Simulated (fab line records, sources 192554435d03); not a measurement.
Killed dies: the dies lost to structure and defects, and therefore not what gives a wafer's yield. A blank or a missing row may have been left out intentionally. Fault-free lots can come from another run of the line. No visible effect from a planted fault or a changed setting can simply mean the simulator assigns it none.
A lot that was struck, set against a sound lot || flow n5_finfet || 14 steps out of a route of 1938
Sound: these wafers, L883.2, L883.3, L883.4. Wafers L896.1, L896.2, L896.4 were the ones struck. The cause is named last.
At each step with rows: each side's tool, then ch and its chambers, then its first start. Under that, the readings that differ: sound wafers || struck wafers || difference of the means || sigmas: that difference in standard deviations of wafers without a fault.
alike: readings whose means differ by less than 2 such deviations, and words and numbers that are the same on both sides. not compared: withheld readings, readings that some wafer has no value for, bounds like >300 that may hide the same value, and numbers for which the record gives no deviation and whose values overlap.
A row with sigmas, a row that says differs or no value, or rows on one side alone: a step with any of these is where the two part. Numbers that don't overlap but have no deviation are shown without sigmas and don't part them. A reading missing from all wafers of one side parts the sides only when that side holds two or more wafers.

N5_BEOL_M5_INSPECT_58: inspects for defects (darkfield).
  sound on defect_inspect-02 at day 10 07:36; struck on defect_inspect-02 at day 14 21:09
{"reading": "raw_defect_count", "sound": "99 110 89", "struck": "49 70 26", "difference": -51, "sigmas": -3}
N5_BEOL_M6_ILD_DEP_00: deposits SiCOH lowk from DEMS/porogen, target thk 179.75 nm, time 33.4 s.
  sound on pecvd-01 ch 0,2, day 10 07:38; struck on pecvd-02 ch 0,2, day 14 21:11
  alike: heater_power_w, showerhead_plenum_p_Torr, throttle_valve_pct
  not compared: since_wet_clean_h
N5_BEOL_M6_CURE_74: cures SiCOH lowk, time 240 s.
  sound on uv_cure-02 ch 1, day 10 07:48; struck on uv_cure-03 ch 2, day 14 21:16
{"reading": "wafer_temp_C_max", "sound": "387.9 386.8 388.3", "struck": "386.0 385.3 385.9", "difference": -1.9, "sigmas": -2}
  alike: lamp_power_pct
N5_BEOL_M6_THK_MEAS_01:
  sound on film_metro-01 at day 10 08:14; struck on film_metro-02 at day 14 21:47
  alike: M6_ILD_THK
N5_BEOL_M6_PECVD_70: deposits SiO2 from TEOS/O2, target thk 20 nm, time 22.7 s.
  sound on pecvd-04 ch 0,2, day 10 08:16; struck on pecvd-01 ch 0,2, day 14 21:49
  alike: heater_power_w, showerhead_plenum_p_Torr, throttle_valve_pct
  not compared: since_wet_clean_h
N5_BEOL_M6_HM_DEP_02: deposits TiN, target thk 20 nm.
  sound on pvd_sputter-01 at day 10 08:20; struck on pvd_sputter-03 at day 15 01:45
  alike: throttle_valve_pct
then, 6 steps without rows for these wafers: N5_BEOL_M6_COAT_59 (time 60 s, resist thk 100 nm); N5_BEOL_M6_COAT_60 (time 60 s, resist thk 35 nm); N5_BEOL_M6_COAT_05 (resist thk 90 nm); N5_BEOL_M6_EBR_07; N5_BEOL_M6_SOFTBAKE_06 (time 60 s); N5_BEOL_M6_EXPOSE_08 (exposes mask M6).
N5_BEOL_M6_PEB_09: peb time 60 s.
  struck on litho_track-05, day 15 02:11; sound on litho_track-03 ch 0, day 10 11:47
  no value came back on the struck wafers for chill_plate_temp_C (C), exhaust_pa (Pa); on the sound wafers chill_plate_temp_C (C) reads 23.01 22.78 22.94
then, 1 step without rows for these wafers: N5_BEOL_M6_DEVELOP_10 (develop time 30 s).

WHERE THEY PART
Earliest at N5_BEOL_M5_INSPECT_58; latest, in this record, at N5_BEOL_M6_PEB_09.

WHY: what had been put in by the simulator
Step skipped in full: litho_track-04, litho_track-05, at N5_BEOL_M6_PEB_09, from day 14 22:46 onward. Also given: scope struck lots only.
